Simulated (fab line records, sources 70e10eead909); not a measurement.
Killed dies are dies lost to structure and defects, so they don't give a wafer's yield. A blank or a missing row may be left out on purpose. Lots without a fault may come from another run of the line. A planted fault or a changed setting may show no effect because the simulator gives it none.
fab line records | flow nand_harc
record lots=15 wafers=43 last_day=25
route steps=1159 shown P_BONDPAD@377 A_SOURCE_PLATE@416 A_ONON_D1@429
lots that met no fault: from a run of the same line without faults
start_h: hours from the record's first day to the start of the lot's first wafer shown | wait_h: hours since the lot's step before | " the same as in the row above | L1.1+2: a row that stands for several wafers | - no value, or no start given | * or withheld: withheld | < > ~ a bound
route shown NAME@n: a module of which the file shows steps, and the number in the route of the first | usual: mean/standard deviation of fault-free wafers | same: alike in all rows | chamber/n: place in a boat | sites: the reading at each site | _std_site: their standard deviation | _edge_site: outer sites' mean less inner sites' | radius_mm: how far each site lies from the wafer's centre | mask NAME#n: copy n | behind: the tool/chamber that last shaped the wafer | hold: why the lot was held/for how many hours/how that ended | device: the transistor (n, p or np) that didn't switch | end of line: the same wafers' tests at the end of the route | a step without rows: its recipe alone | killed: dies lost to structure and defects at the first sort, not the wafer's yield | map: a wafer's dies, x killed, . not, _ none there
set.NAME: the setting as run; set.NAME@STEP: as run at that earlier step | model.NAME: the simulator's own value behind a step, which no gauge read
steps of the route over a sample of lots; a table a step, a row a wafer
services: from which hour (start_h, from the record's first day; less than 0 if before it) a tool's chamber was out of use, for how many hours, and why
## steps
# step NHARC_P_BONDPAD_PVD_27
# recipe target_thk_a=300 chamber_pressure_pa=5 power_w=5000 substrate_temp_c=30 time_s=20.49 material=Cu
# usual throttle_valve_pct=30.1/0.79
# columns lot.wafer tool chamber start_h wait_h throttle_valve_pct
L859.4 pvd_sputter-02 - - - 29.9
L859.3 " - " " 31.1
L859.6 " - " " 30.2
L864.1 pvd_sputter-01 - - - 29.8
L864.6 " - " " 30.1
L864.5 " - " " 30.0
L863.3 pvd_sputter-01 - - - 29.9
L863.5 " - " " 30.0
L866.1 pvd_sputter-03 - - - 30.8
L866.3 " - " " 29.3
L866.6 " - " " 30.0
L869.1 pvd_sputter-01 - - - 31.3
L869.5 " - " " 29.4
L870.2 pvd_sputter-01 - - - 31.4
L870.1 " - " " 29.6
L870.4 " - " " 30.2
L872.3 pvd_sputter-03 - - - 30.8
L872.6 " - " " 29.7
L872.5 " - " " 29.1
L875.2 pvd_sputter-03 - - - 30.9
L875.1 " - " " 29.9
L875.6 " - " " 30.3
L876.3 pvd_sputter-01 - - - 31.3
L876.4 " - " " 29.6
L876.2 " - " " 29.7
L877.4 pvd_sputter-03 - - - 30.1
L877.5 " - " " 29.5
L877.6 " - " " 29.3
L879.3 pvd_sputter-01 - - - 29.4
L879.2 " - " " 31.4
L879.1 " - " " 29.5
L878.3 pvd_sputter-01 - - - 30.1
L878.4 " - " " 29.7
L878.5 " - " " 30.3
L880.4 pvd_sputter-01 - - - 31.2
L880.2 " - " " 30.2
L880.6 " - " " 29.3
L881.2 pvd_sputter-02 - - - 29.4
L881.4 " - " " 30.2
L881.3 " - " " 30.1
L882.3 pvd_sputter-03 - - - 30.7
L882.2 " - " " 29.7
L882.6 " - " " 29.5
# step NHARC_A_SOURCE_PLATE_THK_MEAS_09
# recipe thk_meas_gauge=ellipsometry
# usual thk_nm=9.8/1
# columns lot.wafer tool chamber start_h wait_h thk_nm
L859.3 film_metro-02 - 153.75 0.4 8.8
L859.4 " - " " 9.8
L859.6 " - " " 8.4
L864.1 film_metro-01 - 165.32 0.4 10.7
L864.5 " - " " 11.9
L864.6 " - " " 8.7
L863.3 film_metro-02 - 165.33 0.4 10.6
L863.5 " - " " 8.9
L866.1 film_metro-01 - 195.08 0.4 8.9
L866.3 " - " " 9.0
L866.6 " - " " 9.9
L869.1 film_metro-01 - 200.41 0.4 8.2
L869.5 " - " " 8.4
L870.1 film_metro-02 - 221.34 0.4 8.8
L870.2 " - " " 10.7
L870.4 " - " " 9.6
L872.3 film_metro-02 - 229.33 0.4 9.5
L872.5 " - " " 9.2
L872.6 " - " " 9.6
L875.1 film_metro-01 - 237.83 0.4 9.2
L875.2 " - " " 9.3
L875.6 " - " " 9.1
L876.2 film_metro-02 - 246.22 0.4 10.7
L876.3 " - " " 9.6
L876.4 " - " " 8.4
L877.4 film_metro-01 - 255.16 0.4 10.3
L877.5 " - " " 8.9
L877.6 " - " " 8.8
L878.3 film_metro-02 - 255.16 0.4 9.9
L878.4 " - " " 11.0
L878.5 " - " " 10.8
L879.1 film_metro-01 - 255.16 0.4 8.8
L879.2 " - " " 10.3
L879.3 " - " " 10.4
L880.2 film_metro-01 - 267.09 0.4 9.8
L880.4 " - " " 10.8
L880.6 " - " " 9.3
L881.2 film_metro-02 - 267.09 0.4 9.5
L881.3 " - " " 10.3
L881.4 " - " " 8.8
L882.2 film_metro-01 - 287.42 0.4 11.6
L882.3 " - " " 9.7
L882.6 " - " " 9.6
# step NHARC_A_ONON_D1_THK_MEAS_08
# recipe thk_meas_gauge=ellipsometry
# usual thk_nm=1000/8.4
# columns lot.wafer tool chamber start_h wait_h thk_nm
L859.3 film_metro-02 - 170.70 - 989
L859.4 " - " " 987
L859.6 " - " " 988
L863.3 film_metro-01 - 180.59 - 983
L863.5 " - " " 984
L864.1 film_metro-01 - 180.72 - 994
L864.5 " - " " 995
L864.6 " - " " 994
L866.1 film_metro-02 - 213.30 - 1002
L866.3 " - " " 1001
L866.6 " - " " 1002
L869.1 film_metro-01 - 213.66 - 1007
L869.5 " - " " 1004
L870.1 film_metro-01 - 235.87 - 988
L870.2 " - " " 989
L870.4 " - " " 990
L872.3 film_metro-02 - 244.28 - 1013
L872.5 " - " " 1016
L872.6 " - " " 1015
L875.1 film_metro-01 - 252.67 - 1012
L875.2 " - " " 1011
L875.6 " - " " 1012
L876.2 film_metro-02 - 261.22 - 1011
L876.3 " - " " 1013
L876.4 " - " " 1012
L879.1 film_metro-02 - 271.77 - 1005
L879.2 " - " " 1005
L879.3 " - " " 1007
L878.3 film_metro-01 - 271.78 - 1004
L878.4 " - " " 1004
L878.5 " - " " 1002
L877.4 film_metro-02 - 271.80 - 994
L877.5 " - " " 995
L877.6 " - " " 997
L881.2 film_metro-01 - 281.90 - 992
L881.3 " - " " 990
L881.4 " - " " 991
L880.2 film_metro-02 - 281.99 - 990
L880.4 " - " " 989
L880.6 " - " " 988
L882.2 film_metro-02 - 302.98 - 1002
L882.3 " - " " 1002
L882.6 " - " " 1005
# step NHARC_A_ONON_D1_DEP_19
# recipe target_thk_a=10000 n2_flow_sccm=2750 n2o_flow_sccm=2000 nh3_flow_sccm=500 sih4_flow_sccm=210 temp_c=400
# usual sih4_flow_sccm=210.1/0.64 susceptor_temp_C=400.04/0.21
# columns lot.wafer tool chamber start_h wait_h sih4_flow_sccm susceptor_temp_C
L859.3 pecvd_onon-01 0 179.85 0.2 209.3 400.33
L859.4 " 0 " " 208.8 400.26
L859.6 " 0 " " 209.3 400.10
L864.1 pecvd_onon-03 0 189.00 0.1 211.3 399.70
L864.5 " 0 " " 210.5 399.80
L864.6 " 0 " " 210.0 399.73
L863.3 pecvd_onon-02 0 189.15 0.2 210.2 399.98
L863.5 " 0 " " 210.4 399.93
L866.1 pecvd_onon-02 0 221.58 0.1 210.5 400.07
L866.3 " 0 " " 210.5 399.81
L866.6 " 0 " " 210.2 400.22
L869.1 pecvd_onon-02 0 221.93 0.1 209.2 400.24
L869.5 " 0 " " 210.0 400.11
L870.1 pecvd_onon-03 0 245.12 0.1 209.6 400.06
L870.2 " 0 " " 209.5 399.90
L870.4 " 0 " " 209.5 399.87
L872.3 pecvd_onon-03 0 252.80 0.2 209.8 400.35
L872.5 " 0 " " 209.9 400.03
L872.6 " 0 " " 211.5 399.81
L875.1 pecvd_onon-03 0 262.36 0.1 210.4 399.67
L875.2 " 0 " " 210.2 399.99
L875.6 " 0 " " 210.4 399.62
L876.2 pecvd_onon-01 0 272.24 0.1 209.5 399.91
L876.3 " 0 " " 210.2 399.75
L876.4 " 0 " " 209.9 399.94
L879.1 pecvd_onon-02 0 280.69 0.2 210.3 400.14
L879.2 " 0 " " 210.4 399.91
L879.3 " 0 " " 210.0 399.66
L877.4 pecvd_onon-01 0 280.73 0.2 210.4 400.20
L877.5 " 0 " " 209.2 400.08
L877.6 " 0 " " 209.5 400.49
L878.3 pecvd_onon-02 0 281.16 0.3 211.0 399.82
L878.4 " 0 " " 209.9 400.29
L878.5 " 0 " " 211.2 399.93
L881.2 pecvd_onon-02 0 290.26 0.1 209.5 400.02
L881.3 " 0 " " 209.8 399.93
L881.4 " 0 " " 208.7 400.01
L880.2 pecvd_onon-03 0 290.27 0.1 210.1 399.72
L880.4 " 0 " " 211.1 400.05
L880.6 " 0 " " 210.7 399.99
L882.2 pecvd_onon-02 0 314.31 0.1 210.2 400.41
L882.3 " 0 " " 210.9 400.33
L882.6 " 0 " " 211.2 400.20
# step NHARC_A_ONON_D1_THK_MEAS_21
# recipe thk_meas_gauge=ellipsometry
# usual thk_nm=1000/11
# columns lot.wafer tool chamber start_h wait_h thk_nm
L859.3 film_metro-02 - 180.24 - 1003
L859.4 " - " " 1003
L859.6 " - " " 1004
L864.1 film_metro-01 - 189.53 - 1006
L864.5 " - " " 1005
L864.6 " - " " 1005
L863.3 film_metro-02 - 189.56 - 1020
L863.5 " - " " 942
L866.1 film_metro-02 - 222.09 - 914
L866.3 " - " " 990
L866.6 " - " " 989
L869.1 film_metro-01 - 222.43 - 920
L869.5 " - " " 922
L870.1 film_metro-01 - 245.62 - 997
L870.2 " - " " 997
L870.4 " - " " 999
L872.3 film_metro-01 - 253.20 - 1008
L872.5 " - " " 1006
L872.6 " - " " 1011
L875.1 film_metro-01 - 262.88 - 974
L875.2 " - " " 975
L875.6 " - " " 976
L876.2 film_metro-01 - 272.70 - 997
L876.3 " - " " 995
L876.4 " - " " 995
L877.4 film_metro-01 - 281.07 - 987
L877.5 " - " " 986
L877.6 " - " " 987
L879.1 film_metro-02 - 281.21 - 1012
L879.2 " - " " 1012
L879.3 " - " " 1013
L878.3 film_metro-02 - 281.55 - 987
L878.4 " - " " 986
L878.5 " - " " 986
L881.2 film_metro-01 - 290.71 - 995
L881.3 " - " " 994
L881.4 " - " " 995
L880.2 film_metro-01 - 290.72 - 999
L880.4 " - " " 996
L880.6 " - " " 995
L882.2 film_metro-02 - 314.76 - 999
L882.3 " - " " 998
L882.6 " - " " 998
## services
# columns tool chamber start_h hours kind
pecvd_onon-03 - 121.42 3.7 repair
pecvd_onon-03 - 153.00 13.0 pm
pvd_sputter-01 - 158.00 10.0 pm
pvd_sputter-03 - 163.77 10.0 repair
pvd_sputter-03 - 185.66 2.2 repair
pvd_sputter-03 - 188.43 18.0 repair
pecvd_onon-01 - 195.00 13.0 pm
pvd_sputter-02 - 214.14 10.0 pm
pvd_sputter-03 - 248.93 0.8 repair
pvd_sputter-01 - 261.16 41.2 repair
pvd_sputter-03 - 279.24 0.7 repair
pvd_sputter-03 - 280.00 10.0 pm
pvd_sputter-02 - 289.38 2.2 repair
pecvd_onon-02 - 292.25 13.0 pm
## key
first_sign step=NHARC_A_ONON_D1_THK_MEAS_21 reading=thk_nm direction=down sigmas=7.1 usual=1000 struck=924
effect none on later readings
met_at NHARC_A_ONON_D1_DEP_19
struck_lots L863,L866,L869
struck_wafers L863.5,L866.1,L869.1,L869.5
later_rows_left_out L863.5,L866.1,L869.1,L869.5
sort_left_out L863.5,L866.1,L869.1,L869.5
tester_left_out L863,L866,L869
not_acting_at NHARC_P_BONDPAD_PVD_27,NHARC_A_SOURCE_PLATE_THK_MEAS_09,NHARC_A_ONON_D1_THK_MEAS_08
fault kind=process_parameter_drift tool=pecvd_onon-02 chamber=- onset_h=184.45 steps=NHARC_A_ONON_D1_DEP_19 channel=target_thk_a offset=* shape=step end_h=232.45 scope=struck_wafers_only acts_in=* stated=*
# tester_left_out: of these lots the tester's yield and bins aren't shown, on N5 and GAA mostly nor the transistor test; their killed dies are dies lost to structure and defects alone, not to doping, threshold or leakage, so they don't give the yield
# sort_left_out: the simulated sort isn't trusted on such a fault, so these wafers' sort isn't shown, and their yield isn't known
# later_rows_left_out: the simulator's readings of these wafers behind a module that went badly wrong aren't trusted and aren't shown, but for the sort
